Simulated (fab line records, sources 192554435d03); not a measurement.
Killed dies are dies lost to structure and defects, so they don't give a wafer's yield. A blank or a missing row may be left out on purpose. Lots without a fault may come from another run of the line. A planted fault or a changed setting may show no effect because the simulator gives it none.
Split-lot experiment | flow n5_finfet | 7 lots, 21 wafers read, on a route of 1938 steps

THE SPLIT
At N5_MOL_CONTACT_COAG_CVD_140 (deposits W, target thk 66.5 nm, time 215 s), the setting target_thk_a was moved away from the recipe's 665 angstrom on 7 of the 21 wafers read, by -12.2% to +13.2%. The other wafers ran this setting at the recipe's value.

FROM THE SPLIT TO THE READING: what the file shows between them, 2 steps
- N5_MOL_CONTACT_COAG_PRECLEAN_127: cleans in DIW, time 57.5 s
- N5_MOL_CONTACT_COAG_SRD_128: dry time 32 s

THE READING
W_of_MOL_CONTACT_COAG_CVD_140.thk_nm (the simulator's own value, which no gauge read), in nm, at N5_MOL_CONTACT_COAG_CMP_52 (polishes, stops on SiO2, t overpolish 1.5 s, target thk 66.5 nm). The file gives no usual value for it. The 14 wafers here that ran the recipe average 65.7 nm, standard deviation 0.66 nm.

wafer  | tool, chamber at the split | target_thk_a as run, angstrom | against the recipe | W_of_MOL_CONTACT_COAG_CVD_140.thk_nm, nm | against lot-mates on the recipe
L076.4 | cvd_w-01, 1                | 715.6                         | +7.6%              | 66.8                                     | +1.4
L076.3 | cvd_w-01, 0                | 665                           | recipe             | 65.4                                     | -
L076.6 | cvd_w-01, 0                | 715.6                         | +7.6%              | 66                                       | +0.6
L079.4 | cvd_w-01, 0                | 665                           | recipe             | 66                                       | -
L079.1 | cvd_w-01, 1                | 665                           | recipe             | 65.4                                     | -
L079.6 | cvd_w-01, 1                | 665                           | recipe             | 65.6                                     | -
L086.3 | cvd_w-02, 0                | 583.6                         | -12.2%             | 59.6                                     | -7.2
L086.2 | cvd_w-02, 0                | 583.6                         | -12.2%             | 59.2                                     | -7.6
L086.1 | cvd_w-02, 1                | 665                           | recipe             | 66.8                                     | -
L091.2 | cvd_w-01, 0                | 665                           | recipe             | 65.2                                     | -
L091.4 | cvd_w-01, 1,0              | 665                           | recipe             | 65.8                                     | -
L091.1 | cvd_w-01, 1,0              | 665                           | recipe             | 65.8                                     | -
L092.4 | cvd_w-02, 1                | 665                           | recipe             | 66.2                                     | -
L092.2 | cvd_w-02, 1                | 619.7                         | -6.8%              | 61.8                                     | -4.4
L092.6 | cvd_w-02, 1                | 619.7                         | -6.8%              | 62.2                                     | -4.0
L094.1 | cvd_w-01, 1                | 665                           | recipe             | 64.8                                     | -
L094.2 | cvd_w-01, 0                | 753                           | +13.2%             | 67.4                                     | +2.8
L094.6 | cvd_w-01, 0                | 665                           | recipe             | 64.4                                     | -
L096.1 | cvd_w-02, 0                | 665                           | recipe             | 66.8                                     | -
L096.2 | cvd_w-02, 1                | 665                           | recipe             | 66.2                                     | -
L096.6 | cvd_w-02, 1                | 665                           | recipe             | 66                                       | -
Where a row lists several chambers, the file gives one row for several wafers and doesn't say which wafer went through which chamber.

THE FIT
A straight line over all 21 wafers: W_of_MOL_CONTACT_COAG_CVD_140.thk_nm changes by +0.339 nm for each +1% of target_thk_a; r = +0.86; the points scatter about the line by 1.2 nm.
The same after taking each lot's own level away (the mean of its wafers on the recipe; 21 wafers): +0.416 nm for each +1%; r = +0.92; scatter 1.1 nm.
On that fit, the largest move of target_thk_a shifts the reading by 5.5 nm.
The lots' own levels span 64.60 to 66.80 nm, that is 3.4 times the standard deviation above.
So the lot-to-lot level changes the slope: the two fits differ.
Check: with one of the wafers moved furthest among these (+13.2%) left out of the fit, the line predicts +5.78 nm for it against its lot-mates. It came out at +2.8 nm against them.

OTHER SPLITS ON THESE WAFERS
These wafers also went through other splits before the reading. Each is held against what the fit with the lots' levels taken away leaves over:
other split on the same wafers          | wafers away from the commonest value | r with W_of_MOL_CONTACT_COAG_CVD_140.thk_nm (lot level and that fit taken away)
N5_SD_EPI_P_PEB_07 peb_time_s           | 7                                    | -0.16
N5_HKMG_FIN_EXPOSE_46 dose_mj           | 3                                    | -0.35
N5_HKMG_FIN_DEVELOP_48 develop_time_s   | 8                                    | +0.04
N5_HKMG_FIN_ETCH_54 source_w            | 6                                    | +0.47
N5_GATE_CUT_ETCH_58 bias_w              | 7                                    | -0.10
N5_GATE_CUT_COAT_27 spin_rpm            | 8                                    | +0.19
N5_MOL_CONTACT_COAG_VIA_ETCH_117 bias_w | 5                                    | -0.25

THE WHOLE CHAIN: every reading that the file lists as answering this split, in the file's order
step                        | what it does                                                    | reading                                                                               | change (the file's fit)               | r (the file's)
N5_MOL_CONTACT_COAG_CVD_140 | deposits W, target thk 66.5 nm, time 215 s                      | W_of_MOL_CONTACT_COAG_CVD_140.thk_nm (the simulator's own value, which no gauge read) | +0.64 nm for each +1% of the setting  | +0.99
N5_MOL_CONTACT_COAG_CMP_52  | polishes, stops on SiO2, t overpolish 1.5 s, target thk 66.5 nm | W_of_MOL_CONTACT_COAG_CVD_140.thk_nm (the simulator's own value, which no gauge read) | +0.382 nm for each +1% of the setting | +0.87

THE FILE'S OWN FIT
W_of_MOL_CONTACT_COAG_CVD_140.thk_nm changes by +0.382 nm for each +1% of target_thk_a, r = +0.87.
